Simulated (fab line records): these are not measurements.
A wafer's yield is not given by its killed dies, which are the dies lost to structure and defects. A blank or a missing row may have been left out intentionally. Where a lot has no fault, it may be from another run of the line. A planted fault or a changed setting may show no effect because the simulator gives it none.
A lot that was struck, set against a sound lot    flow nand harc    15 steps out of a route of 1302
Sound: these wafers, L691.2, L691.3, L691.4. Struck: wafers L695.1, L695.2, L695.3. Last of all comes the cause.
Per side, at each step with rows, come the tool, then ch with its chambers, and then its first start. Under that, the readings that differ: sound wafers    struck wafers    difference of the means    sigmas: that difference in standard deviations of wafers without a fault.
alike: readings with means less than 2 such deviations apart, plus words and numbers identical on both sides. not compared: withheld readings, readings lacking a value on some wafer, bounds such as >300 that could conceal the same value, and numbers that have no deviation in the record and whose values overlap.
The two part at a step that has a row with sigmas, a row that says differs or no value, or rows on one side only. Numbers that have no deviation but don't overlap get no sigmas and don't part them. A reading that every wafer of one side lacks parts them only if that side has two wafers or more.

first, 7 steps without rows for these wafers: NHARC_P_ZERO_WELL_COAT_64 (time 65 s); NHARC_P_ZERO_WELL_COAT_05 (resist thk 600 nm); NHARC_P_ZERO_WELL_SOFTBAKE_06 (time 70 s); NHARC_P_ZERO_WELL_EBR_07; NHARC_P_ZERO_WELL_EXPOSE_08 (exposes mask P ZERO, target cd 500 nm); NHARC_P_ZERO_WELL_PEB_09 (peb time 80 s); NHARC_P_ZERO_WELL_DEVELOP_10 (time 50 s).
NHARC_P_ZERO_WELL_CD_MEAS_11: the cd target is 500 nm.
  sound on cd sem-02 ch 0, day 3 03:14; struck on cd sem-02 ch 0, day 4 19:15
  alike: cd nm
then, 1 step without rows for these wafers: NHARC_P_ZERO_WELL_HARDBAKE_12 (time 65 s).
NHARC_P_ZERO_WELL_DESCUM_13: chemistry O2, time 3 s.
  sound on rie diel-09 ch 0,1,3, day 3 03:24; struck on rie diel-08 ch 0,1,3, day 4 19:25
reading                 sound     struck    difference  sigmas
rf hours counter h (h)  28 22 27  21 20 21  -5          
  alike: drypump motor current A, oes product au, rf vpp V, showerhead plenum p Torr, throttle valve pct
NHARC_P_ZERO_WELL_ETCH_65: etches the open film in N2/H2, target depth 80 nm, overetch 24 nm, time 87.88 s.
  sound on rie diel-09 ch 0,2,3, day 3 03:29; struck on rie diel-08 ch 0,2,3, day 4 19:29
reading                 sound     struck   difference  sigmas
rf hours counter h (h)  28 23 27  4 21 21  -11         
  alike: bias w, chamber pressure mTorr, drypump motor current A, oes product au, rf vpp V, showerhead plenum p Torr, throttle valve pct
NHARC_P_ZERO_WELL_ETCH_62: etches the open film in CHF3/Ar, target depth 13 nm, time 6.5 s.
  sound on rie diel-09 ch 0,2,3; struck on rie diel-08 ch 1,2,3
reading                 sound     struck   difference  sigmas
rf hours counter h (h)  28 23 27  4 21 20  -11         
  alike: bias w, chamber pressure mTorr, drypump motor current A, oes product au, rf vpp V, showerhead plenum p Torr, throttle valve pct
NHARC_P_ZERO_WELL_ETCH_63: etches the open film in HBr/Cl2, target depth 120 nm, time 40.1 s.
  sound on rie si-05 ch 0,1,3, day 3 03:50; struck on rie si-05 ch 1,2,3, day 4 19:41
  no value came back on the struck wafers for any of 6 readings (bias w (W), chamber pressure mTorr (mTorr) and others); on the sound wafers bias w (W) reads 100.1 99.9 100.0
then, 1 step without rows for these wafers: NHARC_P_ZERO_WELL_STRIP_15 (strips in SPM, time 900 s).
-- record jumps: 22 days between struck wafers' starts before vs after; left off in module P_ZERO_WELL, resumes in module END, first step shown is number 1302 of the route --
NHARC_END_SORT_01:
  sound on prober-01 ch 0, day 25 15:06; struck on prober-02 ch 0, day 27 06:40
reading              sound     struck       difference  sigmas
killed at periphery  2 2 2     623 599 611  +609        +99 or more
killed dies          43 38 36  677 677 677  +638        +34
  alike: killed at array, killed at other, killed open, killed short

## WHERE THEY PART
Last at NHARC_END_SORT_01 as far as this record goes, first at NHARC_P_ZERO_WELL_ETCH_63.

WHY: whatever the simulator had introduced
Whole step skipped at NHARC_P_ZERO_WELL_ETCH_63 on rie si-05, starting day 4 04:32. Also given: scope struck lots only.
